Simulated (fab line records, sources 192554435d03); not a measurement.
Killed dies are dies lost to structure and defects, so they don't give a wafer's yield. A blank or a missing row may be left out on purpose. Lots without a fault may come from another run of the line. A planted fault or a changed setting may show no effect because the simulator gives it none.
fab line records | flow n5_finfet
record lots=3 wafers=7 last_day=16
route steps=1938 shown BEOL_M10@1527 BEOL_M11@1536 BEOL_M15@1830 PASSIVATION@1936
lots that met no fault: from a run of the same line without faults
start_h: hours from the record's first day to the start of the lot's first wafer shown | wait_h: hours since the lot's step before | " the same as in the row above | L1.1+2: a row that stands for several wafers | - no value, or no start given | * or withheld: withheld | < > ~ a bound
route shown NAME@n: a module of which the file shows steps, and the number in the route of the first | usual: mean/standard deviation of fault-free wafers | same: alike in all rows | chamber/n: place in a boat | sites: the reading at each site | _std_site: their standard deviation | _edge_site: outer sites' mean less inner sites' | radius_mm: how far each site lies from the wafer's centre | mask NAME#n: copy n | behind: the tool/chamber that last shaped the wafer | hold: why the lot was held/for how many hours/how that ended | device: the transistor (n, p or np) that didn't switch | end of line: the same wafers' tests at the end of the route | a step without rows: its recipe alone | killed: dies lost to structure and defects at the first sort, not the wafer's yield | map: a wafer's dies, x killed, . not, _ none there
set.NAME: the setting as run; set.NAME@STEP: as run at that earlier step | model.NAME: the simulator's own value behind a step, which no gauge read
lots at some steps of the route; a table a step, a row a wafer
services: from which hour (start_h, from the record's first day; less than 0 if before it) a tool's chamber was out of use, for how many hours, and why
## steps
# step N5_BEOL_M10_SPUTTER_48
# recipe material=Cu target_thk_a=120 temp_c=-20 bias_v=60 power_w=26000 chamber_pressure_pa=0.13 time_s=2
# step N5_BEOL_M10_ECD_50
# recipe material=Cu target_thk_a=3180
# step N5_BEOL_M10_ANNEAL_51
# recipe temp_c=225 time_s=90 ambient=N2
# step N5_BEOL_M10_CMP_52
# recipe stop_on=SiCOH_lowk t_overpolish_s=7 down_force_psi=1 platen_rpm=50 clearing_platen_down_force_psi=1.5 clearing_platen_rpm=50 post_cmp_clean=cu_alkaline target_thk_nm=140 clearing_platen_pad_velocity_m_s=0.99484 pad_velocity_m_s=0.99484
# step N5_BEOL_M10_PRE_CLEAN_55
# recipe gas=NH3 time_s=15 temp_c=withheld rf_power_w=300
# step N5_BEOL_M10_DEP_56
# recipe material=SiCN target_thk_a=150 temp_c=withheld precursor=3MS/NH3 pressure_torr=3 rf_w=202 time_s=26.5
# step N5_BEOL_M11_ILD_DEP_00
# recipe material=SiCOH_lowk target_thk_a=3085.1 temp_c=300 precursor=DEMS/porogen pressure_torr=5 rf_w=500 time_s=58
# step N5_BEOL_M11_CURE_71
# recipe temp_c=385 time_s=240 ambient=He/Ar material=SiCOH_lowk
# step N5_BEOL_M11_PECVD_70
# recipe material=SiO2 target_thk_a=200 temp_c=400 precursor=TEOS/O2 pressure_torr=5.5 rf_w=450 teos_flow_sccm=53.8 gas=O2 flow_sccm=3000 time_s=22.7
# usual heater_power_outer_w=400/56 heater_power_w=667/80 rf_fwd_power_W=445.8/1.7 showerhead_plenum_p_Torr=8.80/0.063 throttle_valve_pct=22.3/1.3
# columns lot.wafer tool chamber start_h wait_h heater_power_outer_w heater_power_w rf_fwd_power_W showerhead_plenum_p_Torr throttle_valve_pct model.SiO2_of_BEOL_M11_PECVD_70.thk_nm
L661.1 pecvd-03 0 261.08 0.0 462 775 443.7 8.90 24.3 19.6
L661.3 " 2 " " 349 592 450.0 8.70 21.9 19.6
L661.5 " 1 " " 370 619 444.8 8.86 21.1 20
L666.1 pecvd-03 2 281.50 0.0 379 637 - 8.73 22.0 17.6
L673.3 pecvd-02 2 324.08 0.0 332 573 445.2 8.71 22.5 19.8
L673.4 " 2 " " 333 568 444.8 8.68 22.3 20.2
L673.5 " 0 " " 411 637 444.2 8.83 23.0 20
# step N5_BEOL_M11_HM_DEP_02
# recipe material=TiN target_thk_a=200 temp_c=25 chamber_pressure_pa=0.49996
# step N5_BEOL_M11_COAT_59
# recipe resist=SOC temp_c=250 time_s=60 spin_rpm=1500 resist_thk_nm=100
# step N5_BEOL_M11_COAT_60
# recipe resist=SiARC temp_c=220 time_s=60 spin_rpm=1500 resist_thk_nm=30
# step N5_BEOL_M11_COAT_05
# recipe resist=CAR-ArF spin_rpm=1500 resist_thk_nm=90
# step N5_BEOL_M11_EBR_07
# recipe solvent=PGMEA ebr_width_mm=1.5
# step N5_BEOL_M11_SOFTBAKE_06
# recipe temp_c=110 time_s=60 resist=CAR-ArF
# step N5_BEOL_M11_EXPOSE_08
# recipe mask_id=M11 na=1.35 source_shape=dipole sigma_inner=0.411 sigma_outer=0.611 polarization=te dose_mj=53.75
# step N5_BEOL_M11_PEB_09
# recipe peb_temp_c=withheld peb_time_s=60 resist=CAR-ArF
# step N5_BEOL_M11_DEVELOP_10
# recipe develop_time_s=30 developer=TMAH resist=CAR-ArF rinse_liquid=diw dry=air_spin dev_temp_c=23
# step N5_BEOL_M11_DESCUM_16
# recipe chemistry=O2 time_s=7.9 source_power_w=50 bias_power_w=20 pressure_mtorr=20 rf_frequency_hz=2.712e+07 temp_c=40 resist=CAR-ArF o2_flow_sccm=225
# step N5_BEOL_M11_ETCH_61
# recipe chemistry=CF4 target=SiARC target_depth_a=390 mask_material=CAR-ArF time_s=65 ion_energy_ev=80 pressure_mtorr=40 source_w=545 bias_w=36 Ar_flow_sccm=100 cf4_flow_sccm=100 ends=cleared
# step N5_BEOL_M11_ETCH_62
# recipe chemistry=N2/H2 target=SOC target_depth_a=1100 overetch_a=220 mask_material=SiARC temp_c=40 time_s=165 ion_energy_ev=200 pressure_mtorr=30 source_w=840 bias_w=150 n2_flow_sccm=200 h2_flow_sccm=200
# step N5_BEOL_M11_STRIP_68
# recipe chemistry=N2/H2 temp_c=40 n2_flow_sccm=200 h2_flow_sccm=200 rf_frequency_hz=6e+07
# step N5_BEOL_M11_STRIP_67
# recipe chemistry=CF4 resist=SiARC power_w=300 bias_power_w=75 pressure_mtorr=50 cf4_flow_sccm=150 rf_frequency_hz=6e+07
# step N5_BEOL_M11_HM_OPEN_17
# recipe chemistry=Cl2/BCl3 target_depth_a=200 overetch_a=60 target=TiN mask_material=SOC ion_energy_ev=150 pressure_mtorr=10 icp_w=1000 bias_w=126 Cl2_flow_sccm=53.25 bcl3_flow_sccm=21.75 Ar_flow_sccm=25
# step N5_BEOL_M11_STRIP_19
# recipe chemistry=O2 power_w=400 temp_c=40 pressure_mtorr=30 rf_frequency_hz=6e+07 bias_power_w=0 overash_fraction=0.2 o2_flow_sccm=225
# step N5_BEOL_M11_COAT_63
# recipe resist=SOC temp_c=250 time_s=60 spin_rpm=1500 resist_thk_nm=100
# step N5_BEOL_M11_COAT_64
# recipe resist=SiARC temp_c=220 time_s=60 spin_rpm=1500 resist_thk_nm=30
# step N5_BEOL_M11_COAT_22
# recipe resist=CAR-ArF spin_rpm=1500 resist_thk_nm=90
# step N5_BEOL_M11_EBR_24
# recipe solvent=PGMEA ebr_width_mm=1.5
# step N5_BEOL_M11_SOFTBAKE_23
# recipe temp_c=110 time_s=60 resist=CAR-ArF
# step N5_BEOL_M11_EXPOSE_25
# recipe mask_id=V10 na=1.35 source_shape=annular sigma_inner=0.5 sigma_outer=0.8 polarization=unpolarized dose_mj=85.5
# step N5_BEOL_M11_PEB_26
# recipe peb_temp_c=withheld peb_time_s=60 resist=CAR-ArF
# step N5_BEOL_M11_DEVELOP_27
# recipe develop_time_s=30 developer=TMAH resist=CAR-ArF rinse_liquid=diw dry=air_spin dev_temp_c=23
# step N5_BEOL_M11_HM_STRIP_39
# recipe chemistry=peroxide_tin_strip material=TiN target_depth_a=250 temp_c=50 time_s=158
# same time_s=158
# columns lot.wafer tool chamber start_h wait_h model.SiO2_of_BEOL_M11_PECVD_70.thk_nm
L661.1+3 wet_bench-05 6,1 266.10 0.0 19.4
L661.5 " 2 " " 20
L666.1 wet_bench-04 3 286.27 0.0 17.4
L673.3 wet_bench-04 5 330.25 0.0 19.6
L673.4 " 1 " " 20
L673.5 " 6 " " 19.8
# step N5_BEOL_M15_RC_MEAS_101
# usual COMB_M10=1.5e-11/3.9e-12 COMB_M11=1.4e-11/3.3e-12 COMB_M12=5.9e-12/1.4e-12 COMB_M12_max_site=8.7e-12/2.2e-12 COMB_M13=4.6e-12/1.1e-12 COMB_M14=3.4e-12/8.9e-13 COMB_M15=2.1e-12/7.4e-13 COMB_M5=3.6e-11/6.7e-12 COMB_M6=2.5e-11/5.9e-12 COMB_M7=2.5e-11/4.5e-12 COMB_M8=2.5e-11/4.7e-12 COMB_M9=1.4e-11/3.3e-12 SERP_M10=3.04/0.084 SERP_M11=3.07/0.085 SERP_M12=0.633/0.016 SERP_M13=0.309/0.0058 SERP_M14=0.159/0.0042 SERP_M5=39.2/2 SERP_M6=13.7/0.54 SERP_M7=13.9/0.51 SERP_M7_max_site=14.5/0.59 SERP_M8=13.5/0.49 SERP_M9=3.09/0.087
# columns lot.wafer tool chamber start_h wait_h COMB_M10[S/m] COMB_M11[S/m] COMB_M12[S/m] COMB_M12_max_site[S/m] COMB_M13[S/m] COMB_M14[S/m] COMB_M15[S/m] COMB_M5[S/m] COMB_M6[S/m] COMB_M7[S/m] COMB_M8[S/m] COMB_M9[S/m] SERP_M10[ohm/um] SERP_M11[ohm/um] SERP_M12[ohm/um] SERP_M13[ohm/um] SERP_M14[ohm/um] SERP_M5[ohm/um] SERP_M6[ohm/um] SERP_M7[ohm/um] SERP_M7_max_site[ohm/um] SERP_M8[ohm/um] SERP_M9[ohm/um]
L661.1 prober-02 0 292.46 0.0 1.5e-11 1.2e-11 6.4e-12 1.2e-11 4.6e-12 4.6e-12 2.4e-12 3e-11 3.8e-11 2.6e-11 3e-11 1.5e-11 3.01 3.15 0.632 0.309 0.154 37.1 13.9 14.2 15.6 13.1 3.14
L661.3 " 0 " " 1.4e-11 1.1e-11 6e-12 8.8e-12 5.4e-12 5.4e-12 2.6e-12 3.2e-11 2.4e-11 3.5e-11 2.1e-11 1.4e-11 3.11 3.20 0.612 0.310 0.156 39.6 13.5 13.3 13.8 13.3 3.05
L661.5 " 0 " " 1.9e-11 1e-11 6.6e-12 1.01e-11 4.4e-12 4.6e-12 2.1e-12 3e-11 2.4e-11 2.9e-11 2.3e-11 1.8e-11 3.07 3.14 0.596 0.314 0.157 37.6 13.8 14.4 14.9 13.9 2.93
L666.1 prober-01 0 317.81 0.0 9e-12 1.3e-11 3.9e-12 8.7e-12 4.3e-12 2.7e-12 3.3e-12 3.8e-11 2.6e-11 2.5e-11 3.5e-11 7e-12 2.99 2.96 0.637 0.315 0.160 38.0 13.7 16.9 17.6 14.0 3.10
L673.3 prober-01 0 369.97 0.3 1.3e-11 1.6e-11 7.3e-12 1.24e-11 3e-12 3.2e-12 9e-13 3.1e-11 2.5e-11 2e-11 3.4e-11 2.2e-11 3.16 3.04 0.612 0.312 0.169 39.4 14.2 14.4 14.7 13.4 3.02
L673.4 " 0 " " 1.1e-11 1.7e-11 5.4e-12 6.4e-12 3.8e-12 5e-12 2.2e-12 2.2e-11 2.6e-11 3.2e-11 3.3e-11 1.5e-11 3.06 3.16 0.629 0.299 0.160 38.2 13.9 14.2 14.7 12.8 3.15
L673.5 " 0 " " 1e-11 9e-12 7e-12 9.4e-12 2.4e-12 3.1e-12 1.2e-12 3.8e-11 2.5e-11 2.8e-11 2.5e-11 1.6e-11 3.27 3.04 0.616 0.306 0.162 38.7 14.0 14.4 15.1 13.7 3.18
# sites SERP_M7 radius_mm=0,75,75,75,75,140,140,140,140
L661.1 13.4 14.2 13.3 13.8 13.5 15.1 14.6 15.6 14.7
L666.1 16.9 16.8 16.9 17.3 17.6 17.0 16.5 16.4 15.9
L673.3 13.7 14.1 14.2 14.4 14.2 14.7 14.6 14.5 14.7
# step N5_PASSIVATION_PROBE_49
# usual defect_limited_yield=91.3/1.3 killed_at_M0_to_M3=35/9.3 killed_at_M4_up=14/5.2 killed_at_contacts=12/5.9 killed_at_front_end=38/11 killed_at_other=4/3.7 killed_dies=103/15 killed_open=67/12 killed_short=34/8 sort_bin_5_function=5.1/0.88 sort_bin_6_memory=3.3/0.65 sort_n_pass=1077/15 sort_yield_pct=91.3/1.3
# same gross_dies=1180 killed_at_back_side=0 sort_bin_4_leakage[%]=0 sort_bin_8_speed[%]=0
# columns lot.wafer tool chamber start_h wait_h defect_limited_yield[%] killed_at_M0_to_M3 killed_at_M4_up killed_at_contacts killed_at_front_end killed_at_other killed_dies killed_open killed_short sort_bin_5_function[%] sort_bin_6_memory[%] sort_n_pass sort_yield_pct[%]
L666.1 prober-01 - 332.16 0.0 92.4 35 9 3 42 1 90 68 22 5.0 2.3 1090 92.4
L673.3 prober-02 - 382.68 0.1 93.6 30 7 7 29 3 76 45 28 3.6 2.5 1104 93.6
L673.4 prober-02 - 382.73 0.2 89.7 44 23 19 33 3 122 89 31 6.2 4.2 1058 89.7
L673.5 prober-02 - 382.78 0.2 88.8 47 9 14 59 3 132 79 51 6.9 3.6 1048 88.8
# killed by level:class
L666.1 STI_FIN_REVEAL:geometric_particle:open=13 BEOL_M2:geometric_particle:open=11 BEOL_M0_SAQP:geometric_particle:open=9 FIN_SAQP:geometric_particle:short=8 FIN_SAQP:geometric_particle:open=6 BEOL_M4:geometric_particle:open=5 BEOL_M3:geometric_particle:open=5 BEOL_M1:geometric_particle:open=4
L673.3 STI_FIN_REVEAL:geometric_particle:open=10 BEOL_M0_SAQP:geometric_particle:short=9 BEOL_M0_SAQP:geometric_particle:open=8 MOL_CONTACT_COAG:geometric_particle:open=5 BEOL_M0:geometric_particle:short=5 FIN_SAQP:geometric_particle:short=4 BEOL_M2:geometric_particle:open=4 FIN_SAQP:geometric_particle:open=3
L673.4 MOL_CONTACT_COAG:geometric_particle:open=18 BEOL_M0_SAQP:geometric_particle:open=15 BEOL_M0_SAQP:geometric_particle:short=10 STI_FIN_REVEAL:geometric_particle:open=8 BEOL_M1:geometric_particle:open=8 BEOL_M4:geometric_particle:open=8 BEOL_M5:geometric_particle:open=7 FIN_SAQP:geometric_particle:open=5
L673.5 STI_FIN_REVEAL:geometric_particle:open=16 BEOL_M0_SAQP:geometric_particle:short=16 FIN_SAQP:geometric_particle:open=12 MOL_CONTACT_COAG:geometric_particle:open=12 BEOL_M3:geometric_particle:open=12 FIN_SAQP:geometric_particle:short=8 BEOL_M0_SAQP:geometric_particle:open=6 BEOL_M5:geometric_particle:open=6
## services
# columns tool chamber start_h hours kind
pecvd-03 2 239.01 5.5 scheduled_down
pecvd-02 2 252.11 3.4 repair
pecvd-02 - 257.22 1.5 repair
pecvd-03 0 319.47 18.6 repair
## key
first_sign step=N5_BEOL_M15_RC_MEAS_101 reading=SERP_M7 direction=up sigmas=5.8 usual=13.9 struck=16.9
effect step=N5_BEOL_M15_RC_MEAS_101 reading=SERP_M7_max_site direction=up sigmas=5.3 usual=14.5 struck=17.6
model_effect step=N5_BEOL_M11_PECVD_70 value=SiO2_of_BEOL_M11_PECVD_70.thk_nm without=19.2 struck=17.6
model_effect step=N5_BEOL_M11_HM_STRIP_39 value=SiO2_of_BEOL_M11_PECVD_70.thk_nm without=19 struck=17.4
met_at N5_BEOL_M11_PECVD_70
struck_wafers L666.1
onset_between 261.08 281.50
earlier_fault kind=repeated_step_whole tool=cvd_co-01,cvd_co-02 chamber=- onset_h=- steps=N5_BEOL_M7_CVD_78 times=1 scope=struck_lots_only
fault kind=process_parameter_drift tool=pecvd-03 chamber=2 onset_h=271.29 steps=N5_BEOL_M11_PECVD_70 channel=time_s offset=* shape=step acts_in=* stated=*
